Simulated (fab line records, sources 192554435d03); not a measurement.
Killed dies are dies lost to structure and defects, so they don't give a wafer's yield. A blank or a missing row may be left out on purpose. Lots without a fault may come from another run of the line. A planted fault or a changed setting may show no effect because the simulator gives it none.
fab line records | flow n5_finfet | part 1 of 2: steps 1 to 34 of 40
record lots=5 wafers=15 last_day=16
route steps=1938 shown WELL_APT@33 PMOS_HMC_CHANNEL_EPI@57
lots that met no fault: from a run of the same line without faults
start_h: hours from the record's first day to the start of the lot's first wafer shown | wait_h: hours since the lot's step before | " the same as in the row above | L1.1+2: a row that stands for several wafers | - no value, or no start given | * or withheld: withheld | < > ~ a bound
route shown NAME@n: a module of which the file shows steps, and the number in the route of the first | usual: mean/standard deviation of fault-free wafers | same: alike in all rows | chamber/n: place in a boat | sites: the reading at each site | _std_site: their standard deviation | _edge_site: outer sites' mean less inner sites' | radius_mm: how far each site lies from the wafer's centre | mask NAME#n: copy n | behind: the tool/chamber that last shaped the wafer | hold: why the lot was held/for how many hours/how that ended | device: the transistor (n, p or np) that didn't switch | end of line: the same wafers' tests at the end of the route | a step without rows: its recipe alone | killed: dies lost to structure and defects at the first sort, not the wafer's yield | map: a wafer's dies, x killed, . not, _ none there
set.NAME: the setting as run; set.NAME@STEP: as run at that earlier step | model.NAME: the simulator's own value behind a step, which no gauge read
lots at some steps of the route; a table a step, a row a wafer
services: from which hour (start_h, from the record's first day; less than 0 if before it) a tool's chamber was out of use, for how many hours, and why
## steps
# step N5_WELL_APT_IMPLANT_15
# recipe species=As energy_kev=25 dose_cm2=1.5e+13 tilt_deg=0 rotation_deg=0
# columns lot.wafer tool chamber start_h wait_h
L074.1+3+6 implanter-01 0 13.92 0.1
L077.1+3+5 implanter-01 0 32.27 0.1
L078.1+2+5 implanter-01 0 38.29 0.1
L089.1+3+6 implanter-02 0 105.35 0.1
L093.3+4+6 implanter-02 0 128.13 0.1
# step N5_WELL_APT_STRIP_16
# recipe chemistry=SPM time_s=900 temp_c=130 h2so4_h2o2_vol_ratio=4 dry=ipa_marangoni
# columns lot.wafer tool chamber start_h wait_h
L074.1+3+6 wet_bench-01 3,4,1 14.13 0.2
L077.1+3+5 wet_bench-01 7,3,4 32.48 0.2
L078.1+2+5 wet_bench-04 5,6,7 38.52 0.2
L089.1+3+6 wet_bench-04 2,1,5 105.55 0.2
L093.3+4+6 wet_bench-04 4,6,5 128.28 0.1
# step N5_WELL_APT_HMDS_18
# recipe time_s=60 temp_c=120
# columns lot.wafer tool chamber start_h wait_h
L074.1+3+6 litho_track-03 0 14.40 0.0
L077.1+3+5 litho_track-01 0 32.76 0.0
L078.1+2+5 litho_track-01 0 38.79 0.0
L089.1+3+6 litho_track-01 0 105.83 0.0
L093.3+4+6 litho_track-03 0 128.56 0.0
# step N5_WELL_APT_COAT_19
# recipe spin_rpm=1357 resist_thk_nm=950
# columns lot.wafer tool chamber start_h wait_h
L074.1+3+6 litho_track-03 0 - -
L077.1+3+5 litho_track-01 0 - -
L078.1+2+5 litho_track-01 0 - -
L089.1+3+6 litho_track-01 0 - -
L093.3+4+6 litho_track-03 0 - -
# step N5_WELL_APT_EBR_21
# recipe solvent=PGMEA ebr_width_mm=1.5
# columns lot.wafer tool chamber start_h wait_h
L074.1+3+6 litho_track-03 0 - -
L077.1+3+5 litho_track-01 0 - -
L078.1+2+5 litho_track-01 0 - -
L089.1+3+6 litho_track-01 0 - -
L093.3+4+6 litho_track-03 0 - -
# step N5_WELL_APT_SOFTBAKE_20
# recipe temp_c=130 time_s=60
# columns lot.wafer tool chamber start_h wait_h
L074.1+3+6 litho_track-03 0 - -
L077.1+3+5 litho_track-01 0 - -
L078.1+2+5 litho_track-01 0 - -
L089.1+3+6 litho_track-01 0 - -
L093.3+4+6 litho_track-03 0 - -
# step N5_WELL_APT_EXPOSE_22
# recipe mask_id=PWELL na=0.8 source_shape=conventional sigma_outer=0.8 polarization=unpolarized defocus_nm=0 target_cd_nm=200 dose_mj=23.2
# columns lot.wafer tool chamber start_h wait_h mask
L074.1+3+6 krf_scanner-02 0 14.63 - PWELL#0
L077.1+3+5 krf_scanner-01 0 32.98 - PWELL#0
L078.1+2+5 krf_scanner-02 0 39.04 - PWELL#0
L089.1+3+6 krf_scanner-02 0 105.93 - PWELL#0
L093.3+4+6 krf_scanner-02 0 128.79 - PWELL#0
# step N5_WELL_APT_PEB_23
# recipe peb_temp_c=130 peb_time_s=90
# columns lot.wafer tool chamber start_h wait_h
L074.1+3+6 litho_track-03 0 14.68 0.1
L077.1+3+5 litho_track-03 0 33.04 0.1
L078.1+2+5 litho_track-03 0 39.10 0.1
L089.1+3+6 litho_track-03 0 105.99 0.1
L093.3+4+6 litho_track-03 0 128.84 0.0
# step N5_WELL_APT_DEVELOP_24
# recipe develop_time_s=45 rinse_liquid=surfactant_rinse dry=air_spin dev_temp_c=21
# columns lot.wafer tool chamber start_h wait_h
L074.1+3+6 litho_track-03 0 - -
L077.1+3+5 litho_track-03 0 - -
L078.1+2+5 litho_track-03 0 - -
L089.1+3+6 litho_track-03 0 - -
L093.3+4+6 litho_track-03 0 - -
# step N5_WELL_APT_HARDBAKE_29
# recipe temp_c=130 time_s=120
# columns lot.wafer tool chamber start_h wait_h
L074.1+3+6 litho_track-03 0 - -
L077.1+3+5 litho_track-03 0 - -
L078.1+2+5 litho_track-03 0 - -
L089.1+3+6 litho_track-03 0 - -
L093.3+4+6 litho_track-03 0 - -
# step N5_WELL_APT_CD_MEAS_25
# recipe target_cd_nm=200 landing_energy_ev=500 detector=se_inlens
# usual cd_nm=199.6/2
# columns lot.wafer tool chamber start_h wait_h cd_nm
L074.1 cd_sem-03 0 14.80 - 197.6
L074.3 " 0 " " 200.3
L074.6 " 0 " " 197.9
L077.1 cd_sem-03 0 33.15 - 201.5
L077.3 " 0 " " 201.6
L077.5 " 0 " " 201.7
L078.1 cd_sem-03 0 39.21 - 201.2
L078.2 " 0 " " 199.7
L078.5 " 0 " " 201.1
L089.1 cd_sem-02 0 106.10 - 201.2
L089.3 " 0 " " 199.6
L089.6 " 0 " " 200.7
L093.3 cd_sem-02 0 128.95 - 202.1
L093.4 " 0 " " 200.7
L093.6 " 0 " " 201.7
# step N5_WELL_APT_OVL_MEAS_26
# recipe points_per_wafer=44
# usual PWELL_OVL=3/7.9
# columns lot.wafer tool chamber start_h wait_h PWELL_OVL[nm]
L074.1 overlay-02 0 14.83 0.0 4
L074.3 " 0 " " 3
L074.6 " 0 " " -8
L077.1 overlay-02 0 33.18 0.0 12
L077.3 " 0 " " 4
L077.5 " 0 " " 5
L078.1 overlay-01 0 39.24 0.0 -1
L078.2 " 0 " " 5
L078.5 " 0 " " -1
L089.1 overlay-01 0 106.14 0.0 8
L089.3 " 0 " " 17
L089.6 " 0 " " 4
L093.3 overlay-01 0 128.98 0.0 3
L093.4 " 0 " " -5
L093.6 " 0 " " -8
# step N5_WELL_APT_INSPECT_27
# recipe mode=adi inspect_instrument=macro
# usual raw_defect_count=2.1/1.5
# columns lot.wafer tool chamber start_h wait_h raw_defect_count
L074.1 defect_inspect-02 - 14.85 0.0 0
L074.3 " - " " 1
L074.6 " - " " 2
L077.1 defect_inspect-02 - 33.21 0.0 3
L077.3 " - " " 4
L077.5 " - " " 0
L078.1 defect_inspect-02 - 39.27 0.0 1
L078.2 " - " " 0
L078.5 " - " " 3
L089.1 defect_inspect-01 - 106.16 0.0 5
L089.3 " - " " 2
L089.6 " - " " 3
L093.3 defect_inspect-01 - 129.01 0.0 0
L093.4 " - " " 0
L093.6 " - " " 3
# step N5_WELL_APT_DESCUM_30
# recipe chemistry=O2 time_s=7.9 source_power_w=50 bias_power_w=20 pressure_mtorr=20 rf_frequency_hz=2.712e+07 temp_c=40 o2_flow_sccm=225
# usual drypump_motor_current_A=5.7/0.36 oes_product_au=0.76/0.071 rf_vpp_V=243.3/1.2 showerhead_plenum_p_Torr=2.10/0.061 throttle_valve_pct=20.43/0.3
# columns lot.wafer tool chamber start_h wait_h drypump_motor_current_A oes_product_au rf_hours_counter_h rf_vpp_V showerhead_plenum_p_Torr throttle_valve_pct
L074.1 rie_diel-03 2 15.02 0.2 5.0 0.78 128 242.8 2.12 20.33
L074.3 " 0 " " 5.9 0.80 124 245.5 2.20 20.17
L074.6 " 3 " " 5.6 0.87 - 243.3 2.01 19.75
L077.1 rie_diel-03 0 33.24 0.0 5.9 0.78 130 244.1 2.19 20.18
L077.3 " 1 " " 5.7 0.93 14 244.7 2.13 20.11
L077.5 " 2 " " 5.0 0.77 - 242.7 2.12 20.35
L078.1 rie_diel-01 2 39.30 0.0 5.7 0.73 193 243.5 2.08 20.81
L078.2 " 0 " " 5.9 0.67 227 242.8 2.07 20.61
L078.5 " 3 " " 5.6 0.73 - 243.4 2.10 20.65
L089.1 rie_diel-05 2 107.51 1.3 5.2 0.73 192 244.4 2.16 20.71
L089.3 " 3 " " 6.5 0.68 227 240.6 1.99 20.56
L089.6 " 0 " " 5.4 0.77 - 243.2 2.17 20.70
L093.3 rie_diel-01 1 129.10 0.1 5.7 0.72 185 242.9 2.09 20.11
L093.4 " 3 " " 5.5 0.70 - 242.2 2.08 20.70
L093.6 " 2 " " 5.7 0.71 - 241.3 2.06 20.86
# step N5_WELL_APT_IMPLANT_31
# recipe species=B energy_kev=60 dose_cm2=1.5e+13 tilt_deg=0 rotation_deg=0
# columns lot.wafer tool chamber start_h wait_h
L074.1+3+6 implanter-02 0 15.12 0.1
L077.1+3+5 implanter-01 0 33.34 0.1
L078.1+2+5 implanter-01 0 39.40 0.1
L089.1+3+6 implanter-01 0 107.60 0.1
L093.3+4+6 implanter-01 0 129.26 0.1
# step N5_WELL_APT_IMPLANT_32
# recipe species=BF2 energy_kev=50 dose_cm2=2e+13 tilt_deg=0 rotation_deg=0
# columns lot.wafer tool chamber start_h wait_h
L074.1+3+6 implanter-02 0 15.30 0.1
L077.1+3+5 implanter-01 0 33.52 0.1
L078.1+2+5 implanter-01 0 39.58 0.1
L089.1+3+6 implanter-01 0 107.78 0.1
L093.3+4+6 implanter-01 0 129.44 0.1
# step N5_WELL_APT_STRIP_33
# recipe chemistry=SPM time_s=900 temp_c=130 h2so4_h2o2_vol_ratio=4 dry=ipa_marangoni
# columns lot.wafer tool chamber start_h wait_h
L074.1+3+6 wet_bench-04 4,5,7 15.52 0.2
L077.1+3+5 wet_bench-01 4,0,7 33.73 0.2
L078.1+2+5 wet_bench-05 7,2,0 39.79 0.2
L089.1+3+6 wet_bench-01 0,3,4 107.99 0.2
L093.3+4+6 wet_bench-05 0,5,6 129.59 0.1
# step N5_WELL_APT_RTA_34
# recipe temp_c=1000 time_s=10 ambient=N2 idle_temp_c=600 ramp_up_c_per_s=150 ramp_down_c_per_s=60 cool_to_c=600
# usual anneal_temp_c_max=1006.5/1.9 lamp_power_pct=13.01/0.059 lamp_zone_2_pct=12.996/0.027 lamp_zone_6_pct=12.921/0.026 wafer_temp_C_max=1003.5/1
# columns lot.wafer tool chamber start_h wait_h anneal_temp_c_max lamp_power_pct lamp_zone_2_pct lamp_zone_6_pct wafer_temp_C_max
L074.1 rtp_anneal-02 0 15.80 0.0 1006.5 12.88 12.972 12.886 1003.3
L074.3 " 0 " " 1006.1 12.97 12.957 12.907 1008.3
L074.6 " 0 " " 1005.2 13.04 12.996 12.884 1002.9
L077.1 rtp_anneal-02 0 34.04 0.1 1004.9 13.04 13.006 12.921 1002.9
L077.3 " 0 " " 1006.6 12.96 13.001 12.921 1002.4
L077.5 " 0 " " 1004.8 13.03 12.960 12.952 1004.7
L078.1 rtp_anneal-01 0 40.18 0.1 1006.5 13.04 13.003 12.940 1002.2
L078.2 " 0 " " 1009.9 13.03 12.980 12.903 1004.7
L078.5 " 0 " " 1010.7 12.99 12.989 12.941 1004.4
L089.1 rtp_anneal-01 0 108.27 0.0 1008.8 12.86 13.012 12.904 1003.4
L089.3 " 0 " " 1009.0 13.13 12.983 12.895 1002.0
L089.6 " 0 " " 1006.6 13.00 12.991 12.895 1003.1
L093.3 rtp_anneal-01 0 130.30 0.2 1009.0 12.97 13.048 12.880 1004.2
L093.4 " 0 " " 1008.1 13.03 12.990 12.908 1004.0
L093.6 " 0 " " 1007.2 12.95 13.014 12.903 1004.9
# step N5_WELL_APT_OXIDE_STRIP_42
# recipe chemistry=dHF dilution=25:1 time_s=45 temp_c=25 target=SiO2 target_depth_a=120
# columns lot.wafer tool chamber start_h wait_h
L074.1+3+6 wet_bench-01 3,1,6 15.94 0.1
L077.1+3+5 wet_bench-01 2,4,0 34.19 0.1
L078.1+2+5 wet_bench-05 2,7,1 40.33 0.1
L089.1+3+6 wet_bench-04 1,0,4 108.41 0.1
L093.3+4+6 wet_bench-01 7,3,6 130.41 0.1
# step N5_WELL_APT_PRECLEAN_36
# recipe chemistry=O3/DIW time_s=45 temp_c=22 o3_ppm=10
# columns lot.wafer tool chamber start_h wait_h
L074.1+3+6 wet_bench-01 3,1,6 15.96 0.0
L077.1+3+5 wet_bench-01 2,4,0 34.20 0.0
L078.1+2+5 wet_bench-05 2,7,1 40.35 0.0
L089.1+3+6 wet_bench-04 1,0,4 108.43 0.0
L093.3+4+6 wet_bench-01 7,3,6 130.42 0.0
# step N5_WELL_APT_PRECLEAN_39
# recipe chemistry=dHF time_s=60 dilution=150:1 temp_c=25
# columns lot.wafer tool chamber start_h wait_h
L074.1+3+6 wet_bench-01 3,1,6 15.97 0.0
L077.1+3+5 wet_bench-01 2,4,0 34.22 0.0
L078.1+2+5 wet_bench-05 2,7,1 40.36 0.0
L089.1+3+6 wet_bench-04 1,0,4 108.44 0.0
L093.3+4+6 wet_bench-01 7,3,6 130.44 0.0
# step N5_WELL_APT_SRD_37
# recipe dry=ipa_marangoni do_ppb=5 time_s=30 temp_c=23 rinse_liquid=diw
# columns lot.wafer tool chamber start_h wait_h
L074.1+3+6 wet_bench-01 3,1,6 15.99 0.0
L077.1+3+5 wet_bench-01 2,4,0 34.23 0.0
L078.1+2+5 wet_bench-05 2,7,1 40.37 0.0
L089.1+3+6 wet_bench-04 1,0,4 108.46 0.0
L093.3+4+6 wet_bench-01 7,3,6 130.45 0.0
# step N5_WELL_APT_EPI_41
# recipe material=Si target_thk_a=500 temp_c=650 precursor=SiH4/H2 pressure_torr=20 time_s=297.7
# usual chamber_pressure_Torr=20.00/0.045 susceptor_temp_C_max=651.5/0.48 throttle_valve_pct=11.2/0.42
# columns lot.wafer tool chamber start_h wait_h chamber_pressure_Torr susceptor_temp_C_max throttle_valve_pct
L074.1 epi_rpcvd-02 0 16.04 0.0 20.08 652.1 11.2
L074.3 " 0 " " 20.06 651.4 11.0
L074.6 " 0 " " 20.07 651.8 11.3
L077.1 epi_rpcvd-02 0 34.28 0.0 20.00 652.2 11.3
L077.3 " 0 " " 20.03 651.5 11.3
L077.5 " 0 " " 20.09 651.9 11.0
L078.1 epi_rpcvd-02 0 40.42 0.0 20.01 652.2 11.4
L078.2 " 0 " " 20.03 651.1 11.3
L078.5 " 0 " " 20.00 651.8 11.2
L089.1 epi_rpcvd-02 0 108.50 0.0 20.06 651.4 11.1
L089.3 " 0 " " 20.00 652.0 11.1
L089.6 " 0 " " 20.02 651.8 11.1
L093.3 epi_rpcvd-02 0 130.70 0.2 20.00 651.3 11.3
L093.4 " 0 " " 19.98 652.1 11.2
L093.6 " 0 " " 19.99 651.6 11.6
# step N5_WELL_APT_INSPECT_38
# recipe inspect_instrument=darkfield mode=post_epi
# usual raw_defect_count=13/6.1
# columns lot.wafer tool chamber start_h wait_h raw_defect_count
L074.1 defect_inspect-02 - 16.67 0.5 13
L074.3 " - " " 15
L074.6 " - " " 21
L077.1 defect_inspect-02 - 34.92 0.5 8
L077.3 " - " " 7
L077.5 " - " " 7
L078.1 defect_inspect-02 - 41.06 0.5 13
L078.2 " - " " 18
L078.5 " - " " 14
L089.1 defect_inspect-02 - 109.14 0.5 16
L089.3 " - " " 15
L089.6 " - " " 12
L093.3 defect_inspect-02 - 131.14 0.3 19
L093.4 " - " " 11
L093.6 " - " " 17
# step N5_PMOS_HMC_CHANNEL_EPI_HM_DEP_34
# recipe material=SiO2 target_thk_a=360 temp_c=400 precursor=TEOS/O2 pressure_torr=6.5 rf_w=900 teos_flow_sccm=161.4 gas=O2 flow_sccm=2650 time_s=6.9
# usual chamber_pressure_Torr=6.500/0.015 heater_power_w=607/71 showerhead_plenum_p_Torr=8.36/0.037 throttle_valve_pct=18.6/0.71
# columns lot.wafer tool chamber start_h wait_h chamber_pressure_Torr heater_power_w showerhead_plenum_p_Torr throttle_valve_pct
L074.1 pecvd-03 1 16.71 0.0 6.524 605 8.40 19.0
L074.3 " 0 " " 6.505 561 8.39 18.2
L074.6 " 0 " " 6.512 558 8.37 18.4
L077.1 pecvd-04 0 34.96 0.0 6.510 586 8.38 19.1
L077.3 " 2 " " 6.509 526 8.36 18.1
L077.5 " 0 " " 6.502 583 8.41 19.1
L078.1 pecvd-03 0 41.10 0.0 6.530 559 8.35 18.3
L078.2 " 1 " " 6.477 563 8.39 19.1
L078.5 " 0 " " 6.533 560 8.36 18.6
L089.1 pecvd-02 1 109.18 0.0 6.482 661 8.39 17.5
L089.3 " 2 " " 6.485 549 8.33 18.5
L089.6 " 1 " " 6.495 642 8.38 17.2
L093.3 pecvd-04 2 131.17 0.0 6.508 560 8.37 17.6
L093.4 " 2 " " 6.509 544 8.37 17.9
L093.6 " 1 " " 6.510 664 8.35 18.7
# step N5_PMOS_HMC_CHANNEL_EPI_COAT_31
# recipe resist=BARC temp_c=205 time_s=60 spin_rpm=1500 resist_thk_nm=66
# columns lot.wafer tool chamber start_h wait_h
L074.1+3+6 litho_track-02 0 16.76 0.0
L077.1+3+5 litho_track-04 0 35.01 0.0
L078.1+2+5 litho_track-02 0 41.15 0.0
L089.1+3+6 litho_track-02 0 109.23 0.0
L093.3+4+6 litho_track-01 0 131.23 0.0
# step N5_PMOS_HMC_CHANNEL_EPI_COAT_03
# recipe resist=CAR-ArF-block spin_rpm=1500 resist_thk_nm=205
# columns lot.wafer tool chamber start_h wait_h
L074.1+3+6 litho_track-02 0 - -
L077.1+3+5 litho_track-04 0 - -
L078.1+2+5 litho_track-02 0 - -
L089.1+3+6 litho_track-02 0 - -
L093.3+4+6 litho_track-01 0 - -
# step N5_PMOS_HMC_CHANNEL_EPI_EBR_05
# recipe solvent=PGMEA ebr_width_mm=1.5
# columns lot.wafer tool chamber start_h wait_h
L074.1+3+6 litho_track-02 0 - -
L077.1+3+5 litho_track-04 0 - -
L078.1+2+5 litho_track-02 0 - -
L089.1+3+6 litho_track-02 0 - -
L093.3+4+6 litho_track-01 0 - -
# step N5_PMOS_HMC_CHANNEL_EPI_SOFTBAKE_04
# recipe temp_c=110 time_s=60 resist=CAR-ArF-block
# columns lot.wafer tool chamber start_h wait_h
L074.1+3+6 litho_track-02 0 - -
L077.1+3+5 litho_track-04 0 - -
L078.1+2+5 litho_track-02 0 - -
L089.1+3+6 litho_track-02 0 - -
L093.3+4+6 litho_track-01 0 - -
# step N5_PMOS_HMC_CHANNEL_EPI_EXPOSE_06
# recipe mask_id=PMOS_HMC_BLK na=1.35 source_shape=conventional sigma_outer=0.8 polarization=unpolarized target_cd_nm=240 dose_mj=41
# columns lot.wafer tool chamber start_h wait_h mask
L074.1+3+6 arfi_scanner-01 0 16.99 - PMOS_HMC_BLK#0
L077.1+3+5 arfi_scanner-01 0 35.24 - PMOS_HMC_BLK#0
L078.1+2+5 arfi_scanner-01 0 41.25 - PMOS_HMC_BLK#0
L089.1+3+6 arfi_scanner-02 0 109.48 - PMOS_HMC_BLK#0
L093.3+4+6 arfi_scanner-02 0 131.47 - PMOS_HMC_BLK#0
# step N5_PMOS_HMC_CHANNEL_EPI_PEB_07
# recipe peb_temp_c=110 peb_time_s=60 resist=CAR-ArF-block
# columns lot.wafer tool chamber start_h wait_h
L074.1+3+6 litho_track-02 0 17.04 0.1
L077.1+3+5 litho_track-01 0 35.29 0.1
L078.1+2+5 litho_track-02 0 41.31 0.1
L089.1+3+6 litho_track-04 0 109.54 0.1
L093.3+4+6 litho_track-02 0 131.51 0.0
# step N5_PMOS_HMC_CHANNEL_EPI_DEVELOP_08
# recipe develop_time_s=30 developer=TMAH resist=CAR-ArF-block dev_temp_c=23 rinse_liquid=diw dry=air_spin
# columns lot.wafer tool chamber start_h wait_h
L074.1+3+6 litho_track-02 0 - -
L077.1+3+5 litho_track-01 0 - -
L078.1+2+5 litho_track-02 0 - -
L089.1+3+6 litho_track-04 0 - -
L093.3+4+6 litho_track-02 0 - -
# step N5_PMOS_HMC_CHANNEL_EPI_CD_MEAS_09
# recipe target_cd_nm=237.4 landing_energy_ev=500 detector=se_inlens
# usual cd_nm=237.5/0.97
# columns lot.wafer tool chamber start_h wait_h cd_nm
L074.1 cd_sem-03 0 17.11 - 237.8
L074.3 " 0 " " 237.8
L074.6 " 0 " " 237.6
L077.1 cd_sem-02 0 35.36 - 235.6
L077.3 " 0 " " 237.7
L077.5 " 0 " " 237.6
L078.1 cd_sem-01 0 41.37 - 236.6
L078.2 " 0 " " 237.8
L078.5 " 0 " " 237.1
L089.1 cd_sem-03 0 109.61 - 236.2
L089.3 " 0 " " 237.0
L089.6 " 0 " " 235.0
L093.3 cd_sem-03 0 131.58 - 238.7
L093.4 " 0 " " 238.2
L093.6 " 0 " " 237.6
# step N5_PMOS_HMC_CHANNEL_EPI_OVL_MEAS_10
# recipe points_per_wafer=44
# usual PMOS_HMC_BLK_OVL=0.2/0.71
# columns lot.wafer tool chamber start_h wait_h PMOS_HMC_BLK_OVL[nm]
L074.1 overlay-02 0 17.14 0.0 0.0
L074.3 " 0 " " -0.9
L074.6 " 0 " " -1.6
L077.1 overlay-02 0 35.42 0.1 0.2
L077.3 " 0 " " 0.6
L077.5 " 0 " " -1.3
L078.1 overlay-02 0 41.41 0.0 0.8
L078.2 " 0 " " -0.5
L078.5 " 0 " " 0.5
L089.1 overlay-01 0 109.64 0.0 -0.6
L089.3 " 0 " " -1.5
L089.6 " 0 " " -0.6
L093.3 overlay-01 0 131.61 0.0 0.8
L093.4 " 0 " " -0.4
L093.6 " 0 " " 0.5
